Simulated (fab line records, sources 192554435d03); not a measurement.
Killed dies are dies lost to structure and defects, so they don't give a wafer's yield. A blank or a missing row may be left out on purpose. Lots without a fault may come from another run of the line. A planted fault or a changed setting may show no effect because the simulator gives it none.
Split-lot experiment | flow n5_finfet | 7 lots, 21 wafers read, on a route of 1938 steps

THE SPLIT
At N5_GATE_CUT_COAT_27 (time 60 s, resist thk 10 nm), the setting spin_rpm was moved away from the recipe's 1500 rpm on 6 of the 21 wafers read, by -10.1% to +8.6%. The other wafers ran this setting at the recipe's value.

FROM THE SPLIT TO THE READING: what the file shows between them, 5 steps
- N5_GATE_CUT_EXPOSE_10: exposes mask GATE CUT, target cd 20 nm (also split here: dose_mj)
- N5_GATE_CUT_PEB_11: peb time 60 s
- N5_GATE_CUT_DEVELOP_12: develop time 30 s
- N5_GATE_CUT_CD_MEAS_13: target cd 20 nm
- N5_GATE_CUT_DESCUM_18: chemistry O2, time 7 s

THE READING
etch.depth_nm (the simulator's own value, which no gauge read), in nm, at N5_GATE_CUT_ETCH_28 (etches underlayer in N2/H2, target depth 13 nm, time 10.4 s). The file gives no usual value for it. The 15 wafers here that ran the recipe average 10.013 nm, standard deviation 0.023 nm.

wafer  | tool, chamber at the split | spin_rpm as run, rpm | against the recipe | etch.depth_nm, nm | against lot-mates on the recipe
L075.2 | litho_track-02, 0          | 1500                 | recipe             | 10.06             | -
L075.4 | litho_track-02, 0          | 1500                 | recipe             | 10.02             | -
L075.6 | litho_track-02, 0          | 1500                 | recipe             | 10.04             | -
L076.3 | litho_track-02, 0          | 1399                 | -6.7%              | 10.4              | +0.370
L076.4 | litho_track-02, 0          | 1500                 | recipe             | 10.04             | -
L076.6 | litho_track-02, 0          | 1500                 | recipe             | 10.02             | -
L078.2 | litho_track-05, 0          | 1629                 | +8.6%              | 9.627             | -0.383
L078.4 | litho_track-05, 0          | 1500                 | recipe             | 10.01             | -
L078.6 | litho_track-05, 0          | 1629                 | +8.6%              | 9.578             | -0.432
L080.3 | litho_track-02, 0          | 1500                 | recipe             | 10.03             | -
L080.4 | litho_track-02, 0          | 1500                 | recipe             | 10.01             | -
L080.6 | litho_track-02, 0          | 1500                 | recipe             | 10                | -
L088.2 | litho_track-01, 0          | 1349                 | -10.1%             | 10.49             | +0.516
L088.5 | litho_track-01, 0          | 1500                 | recipe             | 9.974             | -
L088.6 | litho_track-01, 0          | 1349                 | -10.1%             | 10.5              | +0.526
L090.2 | litho_track-02, 0          | 1500                 | recipe             | 10.01             | -
L090.3 | litho_track-02, 0          | 1399                 | -6.7%              | 10.34             | +0.343
L090.6 | litho_track-02, 0          | 1500                 | recipe             | 9.983             | -
L091.2 | litho_track-02, 0          | 1500                 | recipe             | 10                | -
L091.3 | litho_track-02, 0          | 1500                 | recipe             | 9.985             | -
L091.5 | litho_track-02, 0          | 1500                 | recipe             | 10.02             | -

THE FIT
A straight line over all 21 wafers: etch.depth_nm changes by -0.0488 nm for each +1% of spin_rpm; r = -0.99; the points scatter about the line by 0.026 nm.
The same after taking each lot's own level away (the mean of its wafers on the recipe; 21 wafers): -0.0503 nm for each +1%; r = -1.00; scatter 0.017 nm.
On that fit, the largest move of spin_rpm shifts the reading by 0.51 nm.
The lots' own levels span 9.9740 to 10.0400 nm, that is 2.9 times the standard deviation above.
So the lot-to-lot level changes the slope little: the two slopes agree.
Check: with one of the wafers moved furthest among these (-10.1%) left out of the fit, the line predicts +0.511 nm for it against its lot-mates. It came out at +0.516 nm against them.

OTHER SPLITS ON THESE WAFERS
These wafers also went through other splits before the reading. Each is held against what the fit with the lots' levels taken away leaves over:
other split on the same wafers | wafers away from the commonest value | r with etch.depth_nm (lot level and that fit taken away)
N5_SDB_ETCH_17 cf4_flow_sccm   | 3                                    | +0.08
N5_GATE_CUT_EXPOSE_10 dose_mj  | 4                                    | -0.13

THE WHOLE CHAIN: every reading that the file lists as answering this split, in the file's order
step                | what it does                                                | reading                                                                                | change (the file's fit)                | r (the file's)
N5_GATE_CUT_COAT_27 | time 60 s, resist thk 10 nm                                 | underlayer_of_GATE_CUT_COAT_27.thk_nm (the simulator's own value, which no gauge read) | -0.0521 nm for each +1% of the setting | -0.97
N5_GATE_CUT_ETCH_28 | etches underlayer in N2/H2, target depth 13 nm, time 10.4 s | CAR-EUV_of_GATE_CUT_COAT_07.thk_nm (the simulator's own value, which no gauge read)    | +0.0514 nm for each +1% of the setting | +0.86
N5_GATE_CUT_ETCH_28 | etches underlayer in N2/H2, target depth 13 nm, time 10.4 s | etch.depth_nm (the simulator's own value, which no gauge read)                         | -0.051 nm for each +1% of the setting  | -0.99

THE FILE'S OWN FIT
etch.depth_nm changes by -0.051 nm for each +1% of spin_rpm, r = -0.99.
